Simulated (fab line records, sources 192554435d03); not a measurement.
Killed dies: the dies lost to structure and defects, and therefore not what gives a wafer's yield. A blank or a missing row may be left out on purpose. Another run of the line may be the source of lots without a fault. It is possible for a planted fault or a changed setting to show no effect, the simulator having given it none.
Which of the tools did it? :: flow n5-finfet :: 27 wafers sampled from 9 lots at 1 step of a route of 1938

WHAT EACH GAUGE READ, for each wafer
N5_BEOL_M4_RC_MEAS_101.
lot: L459
measured: day 8 11:45
on: prober-02
DIBL_N (mV/V): 39.7 38.3 39.1
DIBL_P (mV/V): 42 39 41
IOFF_N (nA/um): 0.23 0.19 0.21
IOFF_P (nA/um): 0.30 0.22 0.27
ION_N (uA/um): 684 667 673
ION_P (uA/um): 470 455 467
SS_N (mV/dec): 72.4 71.9 72.2
SS_P (mV/dec): 74.6 73.9 74.2
VT_N (mV): 245 249 245
VT_P (mV): -248 -253 -248

lot: L460
measured: day 8 14:59
on: prober-01
DIBL_N (mV/V): 39.5 36.7 34.4
DIBL_P (mV/V): 40 37 33
IOFF_N (nA/um): 0.21 0.15 0.13
IOFF_P (nA/um): 0.29 0.22 0.17
ION_N (uA/um): 680 671 654
ION_P (uA/um): 466 461 450
SS_N (mV/dec): 72.7 71.6 71.9
SS_P (mV/dec): 74.0 73.3 71.9
VT_N (mV): 248 251 255
VT_P (mV): -246 -251 -253

lot: L467
measured: day 10 16:02
on: prober-01
DIBL_N (mV/V): 33.4 39.3 36.0
DIBL_P (mV/V): 31 38 34
IOFF_N (nA/um): 0.11 0.22 0.14
IOFF_P (nA/um): 0.15 0.24 0.18
ION_N (uA/um): 663 685 661
ION_P (uA/um): 456 465 443
SS_N (mV/dec): 70.8 72.2 71.0
SS_P (mV/dec): 72.4 73.3 72.4
VT_N (mV): 256 247 254
VT_P (mV): -254 -249 -253

lot: L469
measured: day 10 18:53
on: prober-02
DIBL_N (mV/V): 37.4 37.3 38.5
DIBL_P (mV/V): 35 39 39
IOFF_N (nA/um): 0.20 0.17 0.20
IOFF_P (nA/um): 0.18 0.22 0.22
ION_N (uA/um): 679 670 672
ION_P (uA/um): 453 455 449
SS_N (mV/dec): 72.4 71.4 73.4
SS_P (mV/dec): 73.6 74.0 74.6
VT_N (mV): 248 251 250
VT_P (mV): -253 -252 -251

lot: L472
measured: day 11 17:23
on: prober-01
DIBL_N (mV/V): 36.5 35.9 35.7
DIBL_P (mV/V): 37 36 37
IOFF_N (nA/um): 0.16 0.17 0.17
IOFF_P (nA/um): 0.22 0.22 0.23
ION_N (uA/um): 682 676 678
ION_P (uA/um): 466 465 473
SS_N (mV/dec): 73.1 71.8 71.9
SS_P (mV/dec): 73.8 73.9 73.6
VT_N (mV): 251 247 250
VT_P (mV): -248 -249 -249

lot: L474
measured: day 12 13:16
on: prober-01
DIBL_N (mV/V): 44.3 36.7 38.2
DIBL_P (mV/V): 45 35 38
IOFF_N (nA/um): 0.39 0.17 0.19
IOFF_P (nA/um): 0.41 0.20 0.24
ION_N (uA/um): 708 664 671
ION_P (uA/um): 473 453 458
SS_N (mV/dec): 74.5 71.5 71.8
SS_P (mV/dec): 75.2 73.1 73.4
VT_N (mV): 243 250 249
VT_P (mV): -240 -250 -250

lot: L476
measured: day 12 18:37
on: prober-02
DIBL_N (mV/V): 32.8 36.2 34.8
DIBL_P (mV/V): 32 36 32
IOFF_N (nA/um): 0.11 0.17 0.13
IOFF_P (nA/um): 0.16 0.23 0.18
ION_N (uA/um): 661 673 665
ION_P (uA/um): 456 466 460
SS_N (mV/dec): 70.1 71.6 71.4
SS_P (mV/dec): 71.6 73.3 72.0
VT_N (mV): 256 248 254
VT_P (mV): -254 -248 -251

lot: L479
measured: day 13 00:14
on: prober-02
DIBL_N (mV/V): 41.6 35.2 39.3
DIBL_P (mV/V): 41 35 38
IOFF_N (nA/um): 0.28 0.14 0.24
IOFF_P (nA/um): 0.27 0.17 0.23
ION_N (uA/um): 683 651 682
ION_P (uA/um): 463 446 461
SS_N (mV/dec): 73.6 71.9 73.2
SS_P (mV/dec): 75.0 72.9 74.9
VT_N (mV): 243 255 247
VT_P (mV): -248 -255 -251

lot: L482
measured: day 14 00:27
on: prober-01
DIBL_N (mV/V): 34.9 37.6 37.8
DIBL_P (mV/V): 35 38 39
IOFF_N (nA/um): 0.13 0.16 0.19
IOFF_P (nA/um): 0.16 0.19 0.22
ION_N (uA/um): 662 662 681
ION_P (uA/um): 456 448 460
SS_N (mV/dec): 71.0 71.7 71.8
SS_P (mV/dec): 73.0 73.5 73.7
VT_N (mV): 254 254 249
VT_P (mV): -253 -253 -252

EACH LOT AND THE TOOL THAT RAN IT (in order: tool; ch and the chambers of the sampled wafers; start)
The record shows no process step preceding these readings.

AS READ BY THE TOOLS THEMSELVES (means over the sampled wafers that have a number; for cases with no such wafer, the mark the record gives instead)
The record holds no such reading with a usual standard deviation.

THE ANSWER, worked out from the rows above alone
Rule: what is usual is taken from the lots themselves. The widest of any qualifying gaps counts: lots, ordered by their means at a reading, are off when they make up no more than a third of the lots, leave a main group of 4 or more, and stand apart from it by 3 or more times the standard deviation of that group's means. If all means in a main group match to the digits the tables above print for the reading, that group is not used. Also off: a lot with no number at a reading for which 4 or more lots have one. The other lots that the step has rows for count as sound. First the gauges in route order, then the tools' own readings, where a lot's mean is used as printed above. The first step at which some lot is off is used, and at that step the reading that is off furthest; a lot without a number counts as furthest.
No lot is off at any reading shown: from this, nothing can be told.

WHAT THE SIMULATOR HAD INSERTED
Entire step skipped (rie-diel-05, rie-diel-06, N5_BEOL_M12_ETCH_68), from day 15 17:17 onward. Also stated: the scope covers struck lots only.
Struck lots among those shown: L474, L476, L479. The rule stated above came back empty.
